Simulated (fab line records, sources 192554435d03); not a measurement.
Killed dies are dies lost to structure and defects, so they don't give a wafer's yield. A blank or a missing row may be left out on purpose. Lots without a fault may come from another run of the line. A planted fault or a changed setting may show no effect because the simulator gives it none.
Split-lot experiment | flow n5_finfet | 7 lots, 21 wafers read, on a route of 1938 steps

THE SPLIT
At N5_DUMMY_GATE_COAT_28 (time 60 s, resist thk 10 nm), the setting spin_rpm was moved away from the recipe's 1500 rpm on 9 of the 21 wafers read, by -6.9% to +7.6%. The other wafers ran this setting at the recipe's value.

The reading is taken at the split's own step.

THE READING
underlayer_of_DUMMY_GATE_COAT_28.thk_nm (the simulator's own value, which no gauge read), in nm, at N5_DUMMY_GATE_COAT_28 (time 60 s, resist thk 10 nm). The file gives no usual value for it.

wafer  | tool, chamber at the split | spin_rpm as run, rpm | against the recipe | underlayer_of_DUMMY_GATE_COAT_28.thk_nm, nm | against lot-mates on the recipe
L075.2 | litho_track-01, 0          | 1413                 | -5.8%              | 10.4                                        | +0.4
L075.4 | litho_track-01, 0          | 1500                 | recipe             | 10                                          | -
L075.6 | litho_track-01, 0          | 1500                 | recipe             | 10                                          | -
L077.3 | litho_track-05, 0          | 1500                 | recipe             | 10                                          | -
L077.6 | litho_track-05, 0          | 1500                 | recipe             | 10                                          | -
L077.5 | litho_track-05, 0          | 1614                 | +7.6%              | 9.6                                         | -0.4
L078.2 | litho_track-01, 0          | 1500                 | recipe             | 10                                          | -
L078.4 | litho_track-01, 0          | 1500                 | recipe             | 10                                          | -
L078.6 | litho_track-01, 0          | 1500                 | recipe             | 10                                          | -
L079.2 | litho_track-04, 0          | 1428                 | -4.8%              | 10.2                                        | +0.2
L079.4 | litho_track-04, 0          | 1500                 | recipe             | 10                                          | -
L079.6 | litho_track-04, 0          | 1500                 | recipe             | 10                                          | -
L086.1 | litho_track-04, 0          | 1600                 | +6.7%              | 9.6                                         | -0.4
L086.6 | litho_track-04, 0          | 1600                 | +6.7%              | 9.6                                         | -0.4
L086.2 | litho_track-04, 0          | 1500                 | recipe             | 10                                          | -
L087.2 | litho_track-01, 0          | 1396                 | -6.9%              | 10.4                                        | +0.4
L087.3 | litho_track-01, 0          | 1396                 | -6.9%              | 10.4                                        | +0.4
L087.6 | litho_track-01, 0          | 1500                 | recipe             | 10                                          | -
L089.2 | litho_track-04, 0          | 1411                 | -5.9%              | 10.4                                        | +0.4
L089.5 | litho_track-04, 0          | 1411                 | -5.9%              | 10.4                                        | +0.4
L089.6 | litho_track-04, 0          | 1500                 | recipe             | 10                                          | -

THE FIT
A straight line over all 21 wafers: underlayer_of_DUMMY_GATE_COAT_28.thk_nm changes by -0.0592 nm for each +1% of spin_rpm; r = -0.99; the points scatter about the line by 0.03 nm.
The same after taking each lot's own level away (the mean of its wafers on the recipe; 21 wafers): -0.0592 nm for each +1%; r = -0.99; scatter 0.03 nm.
On that fit, the largest move of spin_rpm shifts the reading by 0.45 nm.
The lots' own levels span 10.00 to 10.00 nm.
So the lot-to-lot level changes the slope little: the two slopes agree.
Check: with one of the wafers moved furthest among these (+7.6%) left out of the fit, the line predicts -0.46 nm for it against its lot-mates. It came out at -0.4 nm against them.

OTHER SPLITS ON THESE WAFERS
These wafers also went through other splits before the reading. Each is held against what the fit with the lots' levels taken away leaves over:
other split on the same wafers    | wafers away from the commonest value | r with underlayer_of_DUMMY_GATE_COAT_28.thk_nm (lot level and that fit taken away)
N5_FIN_SAQP_HM_DEP_03 time_s      | 7                                    | +0.19
N5_FIN_SAQP_PECVD_06 time_s       | 11                                   | -0.33
N5_FIN_SAQP_MANDREL_ETCH_22 icp_w | 5                                    | +0.21

THE FILE'S OWN FIT
underlayer_of_DUMMY_GATE_COAT_28.thk_nm changes by -0.0584 nm for each +1% of spin_rpm, r = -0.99.
